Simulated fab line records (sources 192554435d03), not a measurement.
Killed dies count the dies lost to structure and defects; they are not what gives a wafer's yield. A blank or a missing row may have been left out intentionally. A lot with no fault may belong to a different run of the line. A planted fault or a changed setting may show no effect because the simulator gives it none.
The tool behind it: which one? :: flow n5Finfet :: Sampling: 10 lots, 30 wafers, 4 of 1938 route steps

== WHAT THE GAUGES READ, wafer by wafer ==
N5_BEOL_M8_RS_MEAS_57: the measuring method here is four-point-probe. Usual: M8_RS 0.288 ohm/sq, standard deviation 0.01.
lot: L522
measured: day 12 06:25
on: filmMetro-02
M8_RS (ohm/sq): 0.276 0.293 0.297
flag: 

lot: L523
measured: day 12 23:37
on: filmMetro-02
M8_RS (ohm/sq): 0.282 0.293 0.290
flag: 

lot: L525
measured: day 14 05:57
on: filmMetro-02
M8_RS (ohm/sq): 0.273 0.285 0.288
flag: 

lot: L532
measured: day 14 21:33
on: filmMetro-01
M8_RS (ohm/sq): 0.283 0.285 0.299
flag: 

lot: L534
measured: day 16 00:02
on: filmMetro-02
M8_RS (ohm/sq): 0.287 0.289 0.288
flag: 

lot: L537
measured: day 17 02:29
on: filmMetro-02
M8_RS (ohm/sq): 0.316 0.303 0.288
flag: 

lot: L541
measured: day 17 09:20
on: filmMetro-02
M8_RS (ohm/sq): 0.285 0.274 0.280
flag: 

lot: L543
measured: day 18 03:05
on: filmMetro-02
M8_RS (ohm/sq): 0.275 0.295 0.288
flag: 

lot: L544
measured: day 18 03:17
on: filmMetro-01
M8_RS (ohm/sq): 0.287 0.299 0.284
flag: 

lot: L542
measured: day 19 09:13
on: filmMetro-01
M8_RS (ohm/sq): 0.288 0.277 0.291
flag: 

N5_BEOL_M9_CD_MEAS_28: the cd target is 70 nm. Usual: 70.11 nm for cdNm, sd 0.26.
lot: L522
measured: day 12 11:52
on: cdSem-02
cdNm (nm): 70.06 70.15 69.89
flag: 

lot: L523
measured: day 13 03:05
on: cdSem-01
cdNm (nm): 70.14 70.39 70.10
flag: 

lot: L525
measured: day 14 13:19
on: cdSem-02
cdNm (nm): 70.15 70.16 69.96
flag: 

lot: L532
measured: day 15 01:04
on: cdSem-02
cdNm (nm): 70.23 69.96 70.20
flag: 

lot: L534
measured: day 16 04:37
on: cdSem-01
cdNm (nm): 69.99 70.25 69.84
flag: 

lot: L537
measured: day 17 07:02
on: cdSem-01
cdNm (nm): 69.98 70.47 70.39
flag: 

lot: L541
measured: day 17 14:15
on: cdSem-02
cdNm (nm): 70.51 70.33 70.02
flag: 

lot: L543
measured: day 18 10:37
on: cdSem-02
cdNm (nm): 70.39 70.01 69.93
flag: 

lot: L544
measured: day 18 10:25
on: cdSem-02
cdNm (nm): 70.04 69.90 70.30
flag: 

lot: L542
measured: day 19 17:07
on: cdSem-03
cdNm (nm): 70.25 70.21 69.98
flag: 

== WHICH TOOL RAN EACH LOT (tool, then ch and the chambers of the sampled wafers, then the start) ==
lot: L522
N5_BEOL_M9_ETCH_61: rieDiel-03 ch 0,1,3, day 12 08:12
N5_BEOL_M9_COAT_64: lithoTrack-04 ch 0, day 12 11:28

lot: L523
N5_BEOL_M9_ETCH_61: rieDiel-03 ch 0,1,3, day 13 01:13
N5_BEOL_M9_COAT_64: lithoTrack-04 ch 0, day 13 02:49

lot: L525
N5_BEOL_M9_ETCH_61: rieDiel-06 ch 0,1,3, day 14 10:49
N5_BEOL_M9_COAT_64: lithoTrack-04 ch 0, day 14 12:56

lot: L532
N5_BEOL_M9_ETCH_61: rieDiel-03 ch 0,2,3, day 15 00:11
N5_BEOL_M9_COAT_64: lithoTrack-04 ch 0, day 15 00:41

lot: L534
N5_BEOL_M9_ETCH_61: rieDiel-02 ch 0,2,3, day 16 03:53
N5_BEOL_M9_COAT_64: lithoTrack-03 ch 0, day 16 04:22

lot: L537
N5_BEOL_M9_ETCH_61: rieDiel-06 ch 0,2,3, day 17 04:56
N5_BEOL_M9_COAT_64: lithoTrack-03 ch 0, day 17 06:46

lot: L541
N5_BEOL_M9_ETCH_61: rieDiel-06 ch 1,2,3, day 17 12:16
N5_BEOL_M9_COAT_64: lithoTrack-05 ch 0, day 17 13:47

lot: L543
N5_BEOL_M9_ETCH_61: rieDiel-03 ch 1,2,3, day 18 06:05
N5_BEOL_M9_COAT_64: lithoTrack-05 ch 0, day 18 10:08

lot: L544
N5_BEOL_M9_ETCH_61: rieDiel-03 ch 0,1,3, day 18 06:20
N5_BEOL_M9_COAT_64: lithoTrack-03 ch 0, day 18 10:01

lot: L542
N5_BEOL_M9_ETCH_61: rieDiel-06 ch 0,1,3, day 19 12:32
N5_BEOL_M9_COAT_64: lithoTrack-05 ch 0, day 19 16:49
- N5_BEOL_M9_ETCH_61: etches SiARC in CF4, target depth 39 nm, time 65 s.
- N5_BEOL_M9_COAT_64: time 60 s, resist thk 12 nm.

== WHAT THE TOOLS THEMSELVES READ (means of the sampled wafers that have a number; where no wafer has one, the mark that the record gives instead) ==
N5_BEOL_M9_ETCH_61. Usual: for biasW, 36.00 W with a standard deviation of 0.1; for drypumpMotorCurrentA, 5.7 A with a standard deviation of 0.39; for etchRfOnTimeS, 63.1 s with a standard deviation of 2.1; for oesProductAu, 0.71 a.u. with a standard deviation of 0.072; for rfVppV, 184.2 V with a standard deviation of 1.2; for showerheadPlenumPTorr, 2.15 Torr with a standard deviation of 0.069; for throttleValvePct, 15.47 % with a standard deviation of 0.18.
lot: L522
tool: rieDiel-03
biasW (W): 36.11
drypumpMotorCurrentA (A): 5.7
etchRfOnTimeS (s): 62.4
oesProductAu (a.u.): 0.67
rfVppV (V): 184.2
showerheadPlenumPTorr (Torr): 2.19
throttleValvePct (%): 15.63
flag: 

lot: L523
tool: rieDiel-03
biasW (W): 35.89
drypumpMotorCurrentA (A): 5.7
etchRfOnTimeS (s): 62.4
oesProductAu (a.u.): 0.68
rfVppV (V): 184.4
showerheadPlenumPTorr (Torr): 2.19
throttleValvePct (%): 15.64
flag: 

lot: L525
tool: rieDiel-06
biasW (W): 36.03
drypumpMotorCurrentA (A): 5.7
etchRfOnTimeS (s): 63.6
oesProductAu (a.u.): 0.74
rfVppV (V): 183.3
showerheadPlenumPTorr (Torr): 2.13
throttleValvePct (%): 15.39
flag: 

lot: L532
tool: rieDiel-03
biasW (W): 36.07
drypumpMotorCurrentA (A): 5.9
etchRfOnTimeS (s): 61.6
oesProductAu (a.u.): 0.71
rfVppV (V): 185.7
showerheadPlenumPTorr (Torr): 2.21
throttleValvePct (%): 15.44
flag: 

lot: L534
tool: rieDiel-02
biasW (W): 35.94
drypumpMotorCurrentA (A): 5.7
etchRfOnTimeS (s): 64.3
oesProductAu (a.u.): 0.66
rfVppV (V): 182.8
showerheadPlenumPTorr (Torr): 2.08
throttleValvePct (%): 15.60
flag: 

lot: L537
tool: rieDiel-06
biasW (W): 35.95
drypumpMotorCurrentA (A): 5.6
etchRfOnTimeS (s): 64.6
oesProductAu (a.u.): 0.67
rfVppV (V): 184.4
showerheadPlenumPTorr (Torr): 2.13
throttleValvePct (%): 15.49
flag: 

lot: L541
tool: rieDiel-06
biasW (W): 35.95
drypumpMotorCurrentA (A): 5.4
etchRfOnTimeS (s): 64.0
oesProductAu (a.u.): 0.73
rfVppV (V): 184.7
showerheadPlenumPTorr (Torr): 2.14
throttleValvePct (%): 15.38
flag: 

lot: L543
tool: rieDiel-03
biasW (W): 36.03
drypumpMotorCurrentA (A): 5.7
etchRfOnTimeS (s): 62.8
oesProductAu (a.u.): 0.73
rfVppV (V): 185.3
showerheadPlenumPTorr (Torr): 2.21
throttleValvePct (%): 15.58
flag: 

lot: L544
tool: rieDiel-03
biasW (W): 35.97
drypumpMotorCurrentA (A): 5.7
etchRfOnTimeS (s): 61.5
oesProductAu (a.u.): 0.73
rfVppV (V): 183.9
showerheadPlenumPTorr (Torr): 2.18
throttleValvePct (%): 15.54
flag: 

lot: L542
tool: rieDiel-06
biasW (W): 36.05
drypumpMotorCurrentA (A): 5.7
etchRfOnTimeS (s): 64.4
oesProductAu (a.u.): 0.70
rfVppV (V): 184.1
showerheadPlenumPTorr (Torr): 2.11
throttleValvePct (%): 15.45
flag: 

N5_BEOL_M9_COAT_64. Usual: 1500.1 rpm for spinSpeedRpm, sd 0.95.
lot: L522
tool: lithoTrack-04
spinSpeedRpm (rpm): 1499.2
flag: 

lot: L523
tool: lithoTrack-04
spinSpeedRpm (rpm): 1500.3
flag: 

lot: L525
tool: lithoTrack-04
spinSpeedRpm (rpm): 1236.4
flag: OFF

lot: L532
tool: lithoTrack-04
spinSpeedRpm (rpm): 1237.1
flag: OFF

lot: L534
tool: lithoTrack-03
spinSpeedRpm (rpm): 1499.6
flag: 

lot: L537
tool: lithoTrack-03
spinSpeedRpm (rpm): 1500.2
flag: 

lot: L541
tool: lithoTrack-05
spinSpeedRpm (rpm): 1498.8
flag: 

lot: L543
tool: lithoTrack-05
spinSpeedRpm (rpm): 1500.4
flag: 

lot: L544
tool: lithoTrack-03
spinSpeedRpm (rpm): 1499.9
flag: 

lot: L542
tool: lithoTrack-05
spinSpeedRpm (rpm): 1499.9
flag: 

== THE ANSWER, worked out from the rows above alone ==
Rule: take the mean of a lot's wafers that have a number; if it is more than 3 standard deviations from the usual mean, the lot is off. Also off: a lot with no number at a reading for which 4 or more lots have one. Where the step has rows for the other lots, those lots are counted as sound. First the gauges in route order, then the tools' own readings, where a lot's mean is used as printed above. At the first step where some lot is off, the reading lying furthest off is the one used; lots without a number count as furthest.
Off: L525, L532 (N5_BEOL_M9_COAT_64, spinSpeedRpm).
A tool fits if, at that step or a process step before it, it ran every lot that is off, and no sound lot after the first of them. One fits: lithoTrack-04 at N5_BEOL_M9_COAT_64. A fault onset in the window from L523 (day 13 02:49, its last sound lot) to L525 (day 14 12:56, its first lot off) fits.
The tool's own readings at N5_BEOL_M9_COAT_64 bear it out: on the lots that are off they differ by more than 5 times the standard deviation of the sound lots' means. spinSpeedRpm reads 1236.8 rpm there against 1499.8 rpm on the sound lots.

== WHAT WAS PUT IN BY THE SIMULATOR ==
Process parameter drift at N5_BEOL_M9_COAT_64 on lithoTrack-04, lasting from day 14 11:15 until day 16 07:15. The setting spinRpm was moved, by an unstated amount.
Lots struck among those shown: L525, L532. The rule given above showed the same thing.
